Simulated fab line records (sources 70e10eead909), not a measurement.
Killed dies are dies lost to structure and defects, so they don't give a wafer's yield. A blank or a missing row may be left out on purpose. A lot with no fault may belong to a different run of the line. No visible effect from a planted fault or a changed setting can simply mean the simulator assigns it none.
fab line records	flow nand_harc
record: lots: 13	wafers: 39	last_day: 23
route steps=1159 shown P_ZERO_WELL@26 A_CONTACT@950 A_BLC@977 THIN_TSV@1148 END@1159
lots untouched by any fault: they come from a run of this same line in which no faults occurred
start_h: hours from the record's first day to the start of the lot's first wafer shown	wait_h: hours elapsed since this lot's preceding step	" identical to the entry in the row above	L1.1+2: one row covering several wafers at once	- no value, or no start was given	* or withheld: withheld	< > ~ a bound
route shown NAME@n: names a module that has steps shown in the file, with the first one's number in the route	usual: mean and standard deviation over wafers with no fault	same: alike in all rows	chamber/n: place in a boat	sites: each site's reading	_std_site: the standard deviation of these	_edge_site: the outer-site mean with the inner-site mean subtracted	radius_mm: how far each site lies from the wafer's centre	mask NAME#n: copy n	behind: the most recent tool/chamber to have shaped the wafer	hold: reason for holding the lot/hours on hold/outcome of the hold	device: the n, p or np transistor that did not switch	end of line: the route-end tests of the same wafers	a step given without rows: its recipe and nothing more	killed: dies lost to structure and defects at the first sort, not the wafer's yield	map: dies across one wafer; x = killed, . = not, _ = none there
set.NAME: setting as actually run; set.NAME@STEP: the setting as run at that earlier step	model.NAME: the simulator's own value behind a step, which no gauge read
a sample of lots followed through the steps of the route, with each step as a table and each wafer as a row
services: the hour from which a tool's chamber was out of use, counted from the record's first day as start_h (under 0 if before that day), plus the number of hours and why
== steps ==
step: NHARC_P_ZERO_WELL_EXPOSE_21
recipe: na: 0.6	target_cd_nm: 720	dose_mj: 22.31	mask_id: P_NWELL
lot.wafer	tool	chamber	start_h	wait_h	mask
L630.1+3+5	krf_scanner-01	0	14.42	-	P_NWELL#0
L631.2+3+6	krf_scanner-01	0	20.33	-	P_NWELL#0
L632.1+2+5	krf_scanner-01	0	26.22	-	P_NWELL#0
L633.3+4+5	krf_scanner-03	0	32.45	-	P_NWELL#0
L636.1+2+6	krf_scanner-03	0	50.65	-	P_NWELL#0
L637.1+3+6	krf_scanner-01	0	56.33	-	P_NWELL#0
L639.3+4+6	krf_scanner-02	0	68.36	-	P_NWELL#0
L640.2+3+6	krf_scanner-02	0	74.34	-	P_NWELL#0
L641.1+3+4	krf_scanner-03	0	80.47	-	P_NWELL#0
L642.2+4+5	krf_scanner-02	0	86.61	-	P_NWELL#0
L643.1+2+3	krf_scanner-02	0	92.32	-	P_NWELL#0
L650.1+3+5	krf_scanner-02	0	134.38	-	P_NWELL#0
L653.1+2+3	krf_scanner-03	0	152.37	-	P_NWELL#0
step: NHARC_A_CONTACT_ETCH_98
recipe: target_depth_a: 200	over_etch_frac: 0.5	time_s: 10	ion_energy_ev: 250	c4f6_flow_sccm: 25	o2_flow_sccm: 20	ar_flow_sccm: 500	rf_w: 600	bias_w: 500	chemistry: C4F6/O2
usual: drypump_motor_current_A: 5.83/0.26	oes_product_au: 0.964/0.02	rf_vpp_V: 546/3.2	showerhead_plenum_p_Torr: 3.90/0.15	throttle_valve_pct: 26.905/0.0085
lot.wafer	tool	chamber	start_h	wait_h	drypump_motor_current_A	oes_product_au	rf_hours_counter_h	rf_vpp_V	showerhead_plenum_p_Torr	throttle_valve_pct
L631.2	rie_diel-01	2	-	-	5.73	0.975	23	543	3.77	26.907
L631.3	"	3	"	"	5.77	0.962	22	545	3.87	26.902
L631.6	"	1	"	"	5.98	0.967	-	553	4.21	26.902
L630.3	rie_diel-07	0	-	-	5.86	0.950	27	543	3.76	26.908
L630.1	"	2	"	"	5.86	0.939	27	548	3.97	26.902
L630.5	"	0	"	"	5.84	0.950	-	543	3.76	26.913
L632.1	rie_diel-11	1	-	-	6.43	0.950	8	548	3.97	26.894
L632.2	"	2	"	"	5.50	0.959	8	553	4.18	26.920
L632.5	"	1	"	"	6.43	0.945	-	547	3.97	26.926
L633.4	rie_diel-07	0	-	-	5.88	0.956	29	545	3.76	26.895
L633.3	"	1	"	"	5.89	0.947	33	541	3.73	26.899
L633.5	"	0	"	"	5.83	0.953	-	543	3.76	26.907
L636.1	rie_diel-07	1	-	-	5.90	0.997	1	542	3.73	26.918
L636.2	"	3	"	"	5.56	1.001	1	548	3.96	26.904
L636.6	"	1	"	"	5.86	0.994	-	541	3.73	26.913
L639.3	rie_diel-01	3	-	-	5.81	0.974	36	546	3.86	26.903
L639.4	"	1	"	"	6.00	0.967	35	553	4.20	26.920
L639.6	"	2	"	"	5.72	0.984	-	543	3.76	26.919
L637.1	rie_diel-11	1	-	-	6.42	0.964	28	547	3.96	26.908
L637.3	"	2	"	"	5.52	0.988	28	552	4.17	26.897
L637.6	"	1	"	"	6.45	0.968	-	549	3.96	26.892
L640.2	rie_diel-07	2	-	-	5.86	0.955	8	548	3.96	26.907
L640.3	"	3	"	"	5.58	0.950	8	549	3.96	26.923
L640.6	"	1	"	"	5.88	0.972	-	544	3.73	26.873
L641.3	rie_diel-07	1	-	-	5.85	0.959	8	542	3.73	26.908
L641.4	"	2	"	"	5.85	0.957	8	547	3.96	26.899
L641.1	"	0	"	"	5.86	0.951	8	543	3.76	26.895
L643.2	rie_diel-01	1	-	-	5.93	0.937	40	553	4.20	26.893
L643.1	"	2	"	"	5.71	0.955	41	544	3.76	26.901
L643.3	"	0	"	"	6.36	0.941	40	549	4.02	26.905
L642.4	rie_diel-11	2	-	-	5.49	0.970	31	551	4.17	26.911
L642.2	"	1	"	"	6.40	0.933	30	547	3.95	26.901
L642.5	"	2	"	"	5.53	0.955	-	552	4.17	26.900
L650.3	rie_diel-07	3	-	-	5.58	0.952	16	547	3.95	26.888
L650.1	"	0	"	"	5.87	0.969	16	544	3.75	26.901
L650.5	"	2	"	"	5.84	0.956	-	548	3.96	26.917
L653.2	rie_diel-01	2	-	-	5.73	1.019	2	544	3.75	26.910
L653.1	"	0	"	"	6.39	1.007	2	550	4.02	26.908
L653.3	"	1	"	"	5.95	0.999	2	551	4.19	26.910
step: NHARC_A_BLC_DESCUM_15
recipe: time_s: 3	o2_flow_sccm: 200	ar_flow_sccm: 0	bias_power_w: 0	chemistry: O2
usual: drypump_motor_current_A: 5.8/0.6	oes_product_au: 0.999/0.0067	rf_vpp_V: 58.0/0.83	showerhead_plenum_p_Torr: 1.95/0.071	throttle_valve_pct: 11.311/0.0099
lot.wafer	tool	chamber	start_h	wait_h	drypump_motor_current_A	oes_product_au	rf_hours_counter_h	rf_vpp_V	showerhead_plenum_p_Torr	throttle_valve_pct
L631.2	rie_diel-10	0	393.42	0.1	6.5	1.003	3	57.6	2.02	11.309
L631.3	"	3	"	"	4.9	0.998	3	58.1	1.93	11.334
L631.6	"	1	"	"	6.4	1.009	-	58.3	1.86	11.314
L630.1	rie_diel-13	1	395.55	0.1	5.1	0.999	13	58.6	2.02	11.302
L630.3	"	2	"	"	5.5	1.001	14	58.4	1.98	11.328
L630.5	"	0	"	"	6.1	1.011	-	58.5	1.85	11.304
L632.2	rie_diel-10	2	402.01	0.1	6.3	1.010	4	58.2	2.03	11.309
L632.1	"	0	"	"	6.5	0.994	4	58.5	2.02	11.301
L632.5	"	2	"	"	6.3	1.007	-	58.7	2.03	11.312
L633.3	rie_diel-13	1	402.28	0.1	5.1	0.997	14	58.6	2.02	11.317
L633.5	"	0	"	"	6.1	1.001	-	56.3	1.85	11.316
L633.4	"	2	"	"	5.6	0.998	-	58.3	1.98	11.307
L636.2	rie_diel-13	0	425.45	0.1	6.1	1.001	18	57.5	1.84	11.309
L636.1	"	1	"	"	5.1	0.993	17	57.0	2.01	11.297
L636.6	"	2	"	"	5.5	1.004	-	57.8	1.98	11.324
L639.3	rie_diel-13	1	437.34	0.1	5.1	0.999	19	58.1	2.01	11.322
L639.6	"	2	"	"	5.6	0.996	-	58.1	1.98	11.308
L639.4	"	0	"	"	6.1	1.010	-	57.5	1.84	11.321
L637.3	rie_diel-13	0	441.91	0.1	6.1	1.006	20	56.6	1.84	11.322
L637.1	"	2	"	"	5.5	1.010	20	58.4	1.97	11.322
L637.6	"	2	"	"	5.6	0.999	-	59.0	1.97	11.314
L640.2	rie_diel-06	1	454.26	0.1	5.4	1.000	8	56.3	2.00	11.310
L640.3	"	3	"	"	5.4	1.003	10	58.2	1.99	11.308
L640.6	"	1	"	"	5.4	1.005	-	58.0	2.00	11.297
L641.4	rie_diel-10	3	455.01	0.1	4.9	1.003	10	58.6	1.92	11.317
L641.3	"	0	"	"	6.5	0.996	8	58.4	2.02	11.313
L641.1	"	1	"	"	6.4	1.010	10	56.9	1.85	11.308
L643.1	rie_diel-06	3	460.54	0.1	5.3	0.992	11	58.5	1.98	11.315
L643.3	"	0	"	"	6.3	0.991	12	57.6	1.85	11.307
L643.2	"	1	"	"	5.4	0.994	10	59.1	2.00	11.320
L642.4	rie_diel-10	0	462.26	0.1	6.5	0.993	9	58.0	2.02	11.299
L642.2	"	1	"	"	6.4	1.004	10	58.9	1.85	11.325
L642.5	"	3	"	"	4.9	1.001	-	56.3	1.92	11.299
L650.3	rie_diel-13	3	500.65	0.1	5.5	0.986	2	57.7	2.03	11.314
L650.1	"	0	"	"	6.1	0.998	5	57.5	1.84	11.313
L650.5	"	2	"	"	5.5	0.988	-	57.6	1.97	11.302
L653.2	rie_diel-10	1	511.08	0.1	6.4	1.011	16	58.2	1.85	11.316
L653.1	"	2	"	"	6.3	0.996	15	57.2	2.03	11.314
L653.3	"	0	"	"	6.5	0.993	14	59.4	2.02	11.318
step: NHARC_THIN_TSV_CD_MEAS_33
recipe: target_cd_nm: 5000	landing_energy_ev: 500
usual: cd_nm: 5000.5/1.3
same: landing_energy_ev: 500
lot.wafer	tool	chamber	start_h	wait_h	cd_nm
L631.2	cd_sem-03	0	453.86	-	5001.9
L631.3	"	0	"	"	5001.5
L631.6	"	0	"	"	5001.1
L630.1	cd_sem-02	0	456.30	-	5001.6
L630.3	"	0	"	"	5003.2
L630.5	"	0	"	"	5000.5
L632.1	cd_sem-02	0	459.13	-	5000.2
L632.2	"	0	"	"	5001.9
L632.5	"	0	"	"	5001.1
L633.3	cd_sem-03	0	461.26	-	5000.2
L633.4	"	0	"	"	5000.4
L633.5	"	0	"	"	5000.7
L636.1	cd_sem-03	0	466.76	-	4999.5
L636.2	"	0	"	"	5000.1
L636.6	"	0	"	"	5001.8
L637.1	cd_sem-02	0	474.48	-	4997.8
L637.3	"	0	"	"	4999.5
L637.6	"	0	"	"	4999.3
L639.3	cd_sem-01	0	475.14	-	4998.6
L639.4	"	0	"	"	4999.9
L639.6	"	0	"	"	4999.3
L640.2	cd_sem-02	0	492.51	-	5003.1
L640.3	"	0	"	"	4999.5
L640.6	"	0	"	"	5000.4
L641.1	cd_sem-03	0	493.60	-	5002.4
L641.3	"	0	"	"	5002.8
L641.4	"	0	"	"	5002.4
L643.1	cd_sem-01	0	501.04	-	5000.9
L643.2	"	0	"	"	5001.7
L643.3	"	0	"	"	4999.7
L642.2	cd_sem-03	0	501.89	-	5000.5
L642.4	"	0	"	"	5001.1
L642.5	"	0	"	"	4999.7
L650.1	cd_sem-03	0	538.48	-	5000.5
L650.3	"	0	"	"	5001.2
L650.5	"	0	"	"	4998.7
L653.1	cd_sem-02	0	547.32	-	4999.9
L653.2	"	0	"	"	5001.1
L653.3	"	0	"	"	4998.3
step: NHARC_END_SORT_01
recipe: temp_c: 25
usual: killed_at_array: 28/11	killed_at_other: 0.8/1.3	killed_at_periphery: 3.6/2.5	killed_dies: 32/11	killed_open: 3.0/1.8	killed_short: 2.0/1.5
same: gross_dies: 677
lot.wafer	tool	chamber	start_h	wait_h	killed_at_array	killed_at_other	killed_at_periphery	killed_dies	killed_open	killed_short
L643.1	prober-02	0	516.33	2.5	37	0	640	677	2	3
L643.2	prober-02	0	517.14	2.8	33	0	644	677	0	2
L643.3	prober-02	0	517.95	3.1	26	0	651	677	2	0
L642.2	prober-01	0	517.33	2.8	20	1	656	677	2	4
L642.4	prober-01	0	518.96	3.5	21	0	656	677	2	4
L642.5	prober-01	0	519.77	3.8	32	2	643	677	2	2
L650.1	prober-01	0	547.87	2.5	41	2	634	677	2	2
L650.3	prober-01	0	549.47	3.1	33	1	643	677	1	2
L650.5	prober-01	0	551.07	3.7	36	2	639	677	0	2
killed by level:class
L643.1 P_ZERO_WELL:overlay=639 A_SLIT:chamber_film_flake=14 A_STAIRCASE:chamber_film_flake=8 A_CHANNEL_HOLE_D1:chamber_film_flake=5 A_CONTACT:chamber_film_flake=4 A_WL_FILL:geometric_particle:short=2 P_M1:geometric_particle:short=1 A_CHANNEL_FILL_D1:geometric_particle:open=1
L643.2 P_ZERO_WELL:overlay=644 A_SLIT:chamber_film_flake=14 A_CONTACT:chamber_film_flake=6 A_STAIRCASE:chamber_film_flake=4 A_WL_FILL:chamber_film_flake=4 A_CHANNEL_HOLE_D1:chamber_film_flake=3 A_WL_FILL:geometric_particle:short=1 A_BLC:geometric_particle:short=1
L642.2 P_ZERO_WELL:overlay=653 A_CHANNEL_HOLE_D1:chamber_film_flake=8 A_STAIRCASE:chamber_film_flake=3 A_CONTACT:chamber_film_flake=2 A_M1:chamber_film_flake=2 P_GATE:geometric_particle:short=1 P_M0:geometric_particle:short=1 A_WL_FILL:geometric_particle:short=1
L643.3 P_ZERO_WELL:overlay=650 A_SLIT:chamber_film_flake=16 A_CHANNEL_HOLE_D1:chamber_film_flake=3 A_CONTACT:chamber_film_flake=3 A_STAIRCASE:chamber_film_flake=2 A_ONON_D1:geometric_particle:open=1 A_CONTACT:geometric_particle:open=1 P_BONDPAD:chamber_film_flake=1
L642.4 P_ZERO_WELL:overlay=649 A_CHANNEL_HOLE_D1:chamber_film_flake=7 P_CONTACT:chamber_film_flake=5 A_M1:chamber_film_flake=5 A_STAIRCASE:chamber_film_flake=3 A_SGD_CUT:geometric_particle:short=2 P_CONTACT:geometric_particle:open=1 A_SOURCE_PLATE:geometric_particle:short=1
L642.5 P_ZERO_WELL:overlay=636 A_CHANNEL_HOLE_D1:chamber_film_flake=18 P_CONTACT:chamber_film_flake=6 A_M1:chamber_film_flake=5 A_ZERO_WELL:chamber_film_flake=2 THIN_TSV:chamber_film_flake=2 A_STAIRCASE:chamber_film_flake=2 P_M1:geometric_particle:short=1
L650.1 P_ZERO_WELL:overlay=631 A_SLIT:chamber_film_flake=25 A_CHANNEL_HOLE_D1:chamber_film_flake=7 A_STAIRCASE:chamber_film_flake=3 A_CONTACT:chamber_film_flake=3 P_GATE:chamber_film_flake=2 THIN_TSV:chamber_film_flake=2 P_M2:geometric_particle:open=1
L650.3 P_ZERO_WELL:overlay=642 A_SLIT:chamber_film_flake=20 A_CHANNEL_HOLE_D1:chamber_film_flake=8 A_CHANNEL_FILL_D1:geometric_particle:short=1 A_WL_FILL:geometric_particle:short=1 A_M0:geometric_particle:open=1 P_GATE:chamber_film_flake=1 A_STAIRCASE:chamber_film_flake=1
L650.5 P_ZERO_WELL:overlay=638 A_SLIT:chamber_film_flake=16 A_CHANNEL_HOLE_D1:chamber_film_flake=11 A_CONTACT:chamber_film_flake=5 THIN_TSV:chamber_film_flake=2 A_WL_FILL:geometric_particle:short=1 A_M0:geometric_particle:short=1 P_GATE:chamber_film_flake=1
== services ==
tool	chamber	start_h	hours	kind
krf_scanner-02	-	-5.93	1.7	repair
rie_diel-07	3	-1.33	2.5	repair
rie_diel-10	-	-0.50	9.0	pm
rie_diel-13	3	4.51	6.7	repair
krf_scanner-02	-	38.00	4.0	pm
rie_diel-07	-	51.20	9.0	pm
rie_diel-13	-	99.00	9.0	pm
rie_diel-13	3	115.32	4.6	repair
rie_diel-13	1	131.91	7.5	repair
rie_diel-07	1	137.77	4.4	repair
rie_diel-07	2	172.16	5.7	repair
rie_diel-13	0	188.16	5.6	repair
rie_diel-07	-	228.20	9.0	pm
rie_diel-07	2	245.51	4.1	repair
rie_diel-13	-	276.00	9.0	pm
rie_diel-07	0	278.50	16.1	repair
rie_diel-07	3	335.26	33.2	repair
rie_diel-07	2	336.53	15.2	repair
rie_diel-13	1	347.00	4.5	repair
rie_diel-13	3	355.72	128.7	repair
rie_diel-07	2	365.86	2.6	repair
rie_diel-07	-	405.20	9.0	pm
rie_diel-13	-	453.00	9.0	pm
rie_diel-07	1	456.38	4.5	repair
== key ==
first_sign: step: NHARC_END_SORT_01	reading: killed_at_periphery	direction: up	sigmas: 99+	usual: 3.6	struck: 645.1
effect: step: NHARC_END_SORT_01	reading: killed_dies	direction: up	sigmas: 58	usual: 32	struck: 677
more_kills_born_at: NHARC_P_ZERO_WELL_EXPOSE_21@krf_scanner-02: 5782
met_at NHARC_P_ZERO_WELL_EXPOSE_21
struck_lots L642,L643,L650
tester_left_out L642,L643,L650
not_acting_at NHARC_A_CONTACT_ETCH_98,NHARC_A_BLC_DESCUM_15,NHARC_THIN_TSV_CD_MEAS_33
onset_between 74.34 86.61
fault: kind: scanner_matching_overlay	tool: krf_scanner-02	chamber: -	onset_h: 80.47	steps: NHARC_P_ZERO_WELL_EXPOSE_21	offset: 246.34
tester_left_out: of these lots the tester's yield and bins aren't shown, on N5 and GAA mostly nor the transistor test; their killed dies are dies lost to structure and defects alone, not to doping, threshold or leakage, so they don't give the yield
